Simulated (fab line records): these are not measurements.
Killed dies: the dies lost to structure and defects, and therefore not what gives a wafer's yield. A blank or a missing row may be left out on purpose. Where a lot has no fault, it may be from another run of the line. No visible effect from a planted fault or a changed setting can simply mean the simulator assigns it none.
Chamber matching | flow nandHarc | 3 sister chambers for NHARC_A_STAIRCASE_DEP_325 on pecvd-01
The step deposits SiO2, target thk 3800 nm. 18 wafers are shown with their chamber, then 9 later ones without.

== WAFERS PAIRED WITH THEIR CHAMBERS ==
wafer  | chamber | heaterPowerW (W)
L074.2 | 2       | 624
L074.3 | 0       | 635
L074.4 | 1       | 511
L077.1 | 2       | 672
L077.3 | 0       | 614
L077.5 | 1       | 525
L080.2 | 1       | 641
L080.5 | 2       | 563
L080.6 | 0       | 536
L083.3 | 2       | 669
L083.4 | 1       | 538
L083.5 | 2       | 554
L087.2 | 2       | 639
L087.3 | 0       | 596
L087.4 | 2       | 560
L089.3 | 1       | 656
L089.4 | 0       | 551
L089.5 | 2       | 571

SIGNATURES (means of the wafers above)
reading      | chamber 0 | chamber 1 | chamber 2 | scatter within a chamber
heaterPowerW | 586.40    | 574.20    | 606.50    | 53.9
Rule: a wafer lies at a distance from a chamber equal to the root of the sum of squares, over the readings, of (its reading less the chamber's mean, divided by the reading's scatter). The wafer belongs to the nearest chamber; if the next one is less than 2 further off, it can't be placed. How the scatter is found: for the shown wafers, subtract from each reading the mean of its chamber, square and add these, divide the total by (wafers less chambers), then take the root.

== WAFERS WITHOUT THEIR CHAMBER ==
wafer  | heaterPowerW (W)
L090.1 | 612
L090.3 | 583
L090.4 | 526
L093.2 | 656
L093.4 | 526
L093.5 | 574
L094.1 | 622
L094.3 | 594
L094.5 | 501

== WHICH CHAMBER EACH ONE RAN IN ==
wafer  | from the rows above          | in truth
L090.1 | can't be placed: 2 or 0 or 1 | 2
L090.3 | can't be placed: 0 or 1 or 2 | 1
L090.4 | can't be placed: 1 or 0 or 2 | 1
L093.2 | can't be placed: 2 or 0 or 1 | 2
L093.4 | can't be placed: 1 or 0 or 2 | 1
L093.5 | can't be placed: 1 or 0 or 2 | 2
L094.1 | can't be placed: 2 or 0 or 1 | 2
L094.3 | can't be placed: 0 or 2 or 1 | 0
L094.5 | can't be placed: 1 or 0 or 2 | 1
Correctly placed: 0 of 9. Unplaceable from these rows: 9, with the true chamber sitting among the candidates in 9. Wrongly placed: 0.
